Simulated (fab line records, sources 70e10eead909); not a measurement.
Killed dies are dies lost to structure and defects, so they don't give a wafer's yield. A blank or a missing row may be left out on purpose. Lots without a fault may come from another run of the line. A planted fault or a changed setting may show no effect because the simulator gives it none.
Which tool did it? | flow nand_harc | 11 lots, 33 wafers sampled, at 6 steps of a route of 1302

WHAT THE GAUGES READ, wafer by wafer
NHARC_P_BONDPAD_CD_MEAS_09: target cd 500 nm.
lot  | measured     | on        | cd_nm (nm)
L238 | day 6 13:28  | cd_sem-02 | 500.9 501.6 500.5
L240 | day 7 12:50  | cd_sem-01 | 500.7 497.5 497.5
L241 | day 7 16:33  | cd_sem-01 | 500.3 500.1 501.7
L243 | day 8 11:33  | cd_sem-03 | 498.4 499.6 500.0
L244 | day 9 05:11  | cd_sem-02 | 498.9 500.4 498.8
L247 | day 10 12:45 | cd_sem-02 | 494.6 493.8 495.1
L248 | day 11 02:04 | cd_sem-03 | 496.8 498.6 496.7
L252 | day 12 17:19 | cd_sem-02 | 500.3 500.4 500.2
L255 | day 13 16:56 | cd_sem-02 | 499.1 498.0 496.0
L258 | day 14 23:48 | cd_sem-03 | 499.7 502.3 502.1
L260 | day 15 21:03 | cd_sem-01 | 501.4 500.0 500.1

NHARC_END_SORT_01.
lot  | measured     | on        | defect_limited_yield (%) | killed_at_array | killed_at_other | killed_at_periphery | killed_dies | killed_open | killed_short
L252 | day 30 09:19 | prober-02 | 89.5 88.0 85.8           | 69 76 92        | 0 0 0           | 2 5 4               | 71 81 96    | 3 2 2       | 0 1 6

WHICH TOOL RAN EACH LOT (tool, then ch and the chambers of the sampled wafers, then the start)
lot  | NHARC_P_M2_DESCUM_14               | NHARC_P_BONDPAD_DEP_00                   | NHARC_P_BONDPAD_EXPOSE_06         | NHARC_P_BONDPAD_DESCUM_11
L238 | rie_diel-10 ch 1,2,3, day 6 09:07  | pecvd-04 ch 0,1,2, day 6 12:14           | krf_scanner-01 ch 0, day 6 13:19  | rie_diel-11 ch 1,2,3, day 6 13:41
L240 | rie_diel-02 ch 0,2,3, day 7 08:29  | pecvd-03 ch 0,2, day 7 11:47             | krf_scanner-02 ch 0, day 7 12:41  | rie_diel-08 ch 0,3, day 7 13:04
L241 | rie_diel-02 ch 0,2, day 7 12:16    | pecvd-03 ch 0,1,2, day 7 15:29           | krf_scanner-02 ch 0, day 7 16:24  | rie_diel-13 ch 1,2,3, day 7 16:46
L243 | rie_diel-04 ch 0,1, day 8 07:12    | pecvd-01 ch 0,1, day 8 10:22             | krf_scanner-01 ch 0, day 8 11:24  | rie_diel-11 ch 1,3, day 8 11:46
L244 | rie_diel-02 ch 1,2, day 9 00:53    | pecvd-01 ch 0,1, day 9 05:02 or earlier  | krf_scanner-01 ch 0, day 9 05:02  | rie_diel-13 ch 0,1,2, day 9 05:25
L247 | rie_diel-04 ch 0,1,3, day 10 08:24 | pecvd-03 ch 0,1,2, day 10 11:37          | krf_scanner-01 ch 0, day 10 12:36 | rie_diel-11 ch 2,3, day 10 12:58
L248 | rie_diel-10 ch 0,3, day 10 21:29   | pecvd-03 ch 0,1,2, day 11 00:49          | krf_scanner-01 ch 0, day 11 01:56 | rie_diel-08 ch 0,1, day 11 02:17
L252 | rie_diel-02 ch 1,3, day 12 12:56   | pecvd-03 ch 0,1,2, day 12 16:10          | krf_scanner-04 ch 0, day 12 17:10 | rie_diel-13 ch 1,3, day 12 17:32
L255 | rie_diel-10 ch 1,2,3, day 13 12:34 | pecvd-04 ch 0,1,2, day 13 15:43          | krf_scanner-02 ch 0, day 13 16:47 | rie_diel-08 ch 0,2,3, day 13 17:09
L258 | rie_diel-02 ch 0,2,3, day 14 19:36 | pecvd-01 ch 1,2, day 14 23:39 or earlier | krf_scanner-02 ch 0, day 14 23:39 | rie_diel-13 ch 0,1, day 15 00:01
L260 | rie_diel-10 ch 1,2, day 15 16:41   | pecvd-04 ch 1,2, day 15 19:52            | krf_scanner-02 ch 0, day 15 20:54 | rie_diel-13 ch 1,2,3, day 15 21:17
- NHARC_P_M2_DESCUM_14: chemistry O2, time 3 s.
- NHARC_P_BONDPAD_DEP_00: deposits SiCN, target thk 250 nm.
- NHARC_P_BONDPAD_EXPOSE_06: exposes mask P BPAD.
- NHARC_P_BONDPAD_DESCUM_11: chemistry O2, time 3 s.

WHAT THE TOOLS THEMSELVES READ (means of the sampled wafers that have a number; where no wafer has one, the mark that the record gives instead)
NHARC_P_M2_DESCUM_14.
lot  | tool        | drypump_motor_current_A (A) | oes_product_au (a.u.) | rf_vpp_V (V) | showerhead_plenum_p_Torr (Torr) | throttle_valve_pct (%)
L238 | rie_diel-10 | 5.9                         | 0.997                 | 58.8         | 1.87                            | 11.316
L240 | rie_diel-02 | 6.2                         | 0.999                 | 57.8         | 1.98                            | 11.311
L241 | rie_diel-02 | 6.2                         | 1.000                 | 58.8         | 1.95                            | 11.319
L243 | rie_diel-04 | 5.1                         | 1.008                 | 57.3         | 1.89                            | 11.309
L244 | rie_diel-02 | 5.5                         | 0.997                 | 57.9         | 2.01                            | 11.308
L247 | rie_diel-04 | 5.5                         | 0.998                 | 57.0         | 1.94                            | 11.311
L248 | rie_diel-10 | 5.6                         | 0.993                 | 58.1         | 1.90                            | 11.316
L252 | rie_diel-02 | 5.5                         | 0.994                 | 58.4         | 2.04                            | 11.308
L255 | rie_diel-10 | 5.9                         | 1.004                 | 56.9         | 1.87                            | 11.304
L258 | rie_diel-02 | 6.2                         | 0.996                 | 58.1         | 1.98                            | 11.308
L260 | rie_diel-10 | 6.0                         | 0.999                 | 57.4         | 1.84                            | 11.314

NHARC_P_BONDPAD_DEP_00.
lot  | tool     | heater_power_w (W) | showerhead_vpp_V (V)
L238 | pecvd-04 | 466                | 1289
L240 | pecvd-03 | 675                | 1321
L241 | pecvd-03 | 675                | 1315
L243 | pecvd-01 | 607                | 1375
L244 | pecvd-01 | 544                | 1385
L247 | pecvd-03 | 663                | 1318
L248 | pecvd-03 | 688                | 1309
L252 | pecvd-03 | 614                | 1316
L255 | pecvd-04 | 507                | 1304
L258 | pecvd-01 | 514                | 1265
L260 | pecvd-04 | 491                | 1340

NHARC_P_BONDPAD_EXPOSE_06.
lot  | tool           | exposure_dose_mJ_cm2
L238 | krf_scanner-01 | 37.06
L240 | krf_scanner-02 | 37.08
L241 | krf_scanner-02 | 37.00
L243 | krf_scanner-01 | 37.05
L244 | krf_scanner-01 | 37.04
L247 | krf_scanner-01 | 32.45
L248 | krf_scanner-01 | 33.33
L252 | krf_scanner-04 | 37.05
L255 | krf_scanner-02 | 37.06
L258 | krf_scanner-02 | 37.05
L260 | krf_scanner-02 | 37.08

NHARC_P_BONDPAD_DESCUM_11.
lot  | tool        | drypump_motor_current_A (A) | oes_product_au (a.u.) | rf_vpp_V (V) | showerhead_plenum_p_Torr (Torr) | throttle_valve_pct (%)
L238 | rie_diel-11 | 5.6                         | 1.006                 | 57.8         | 1.84                            | 11.305
L240 | rie_diel-08 | 5.9                         | 1.003                 | 58.4         | 1.93                            | 11.312
L241 | rie_diel-13 | 6.0                         | 1.008                 | 58.5         | 1.91                            | 11.317
L243 | rie_diel-11 | 5.9                         | 0.998                 | 57.5         | 1.85                            | 11.312
L244 | rie_diel-13 | 5.9                         | 0.989                 | 57.9         | 1.89                            | 11.316
L247 | rie_diel-11 | 5.4                         | 1.001                 | 57.3         | 1.84                            | 11.308
L248 | rie_diel-08 | 5.4                         | 0.997                 | 57.1         | 1.88                            | 11.304
L252 | rie_diel-13 | 6.4                         | 0.990                 | 58.0         | 1.96                            | 11.320
L255 | rie_diel-08 | 5.7                         | 0.997                 | 58.8         | 1.93                            | 11.306
L258 | rie_diel-13 | 6.3                         | 0.990                 | 58.2         | 1.94                            | 11.308
L260 | rie_diel-13 | 6.0                         | 0.999                 | 56.5         | 1.91                            | 11.307

THE ANSWER, worked out from the rows above alone
Rule: what is usual is taken from the lots themselves. Put in order of their means at a reading, lots are off if they are a third of the lots or fewer, leave a main group of 4 or more, and stand apart from it by a gap of 3 or more times the standard deviation of the main group's means; of several such gaps the widest counts. A main group whose means are all the same, to the digits that the tables above print for the reading, isn't used. A lot without any number at a reading at which 4 lots or more have one is off too. The other lots that the step has rows for count as sound. The gauges are gone through in route order, then the tools' own readings, and for those a lot's mean is taken as printed above. The first step at which some lot is off is used, and at that step the reading that is off furthest; a lot without a number counts as furthest.
Off: L247, L248, at NHARC_P_BONDPAD_EXPOSE_06 (exposure_dose_mJ_cm2). The main group: mean 37.05, standard deviation 0.022.
A tool fits if, at that step or a process step before it, it ran every lot that is off, and no sound lot after the first of them. NHARC_P_BONDPAD_DEP_00 gives no start for some lots, so the hours and the order of its lots are those of NHARC_P_BONDPAD_EXPOSE_06. One fits: krf_scanner-01 at NHARC_P_BONDPAD_EXPOSE_06. Its last sound lot is L244 (day 9 05:02), its first lot that is off L247 (day 10 12:36): a fault that began between those two fits.
The tool's own readings at NHARC_P_BONDPAD_EXPOSE_06 bear it out: on the lots that are off they differ by more than 5 times the standard deviation of the sound lots' means. exposure_dose_mJ_cm2 reads 32.89 there against 37.05 on the sound lots.

WHAT THE SIMULATOR HAD PUT IN
Process parameter drift: krf_scanner-01, from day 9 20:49 on, at NHARC_P_BONDPAD_EXPOSE_06. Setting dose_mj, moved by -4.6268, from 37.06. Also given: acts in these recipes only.
Lots struck among those shown: L247, L248. The rule above found the same.
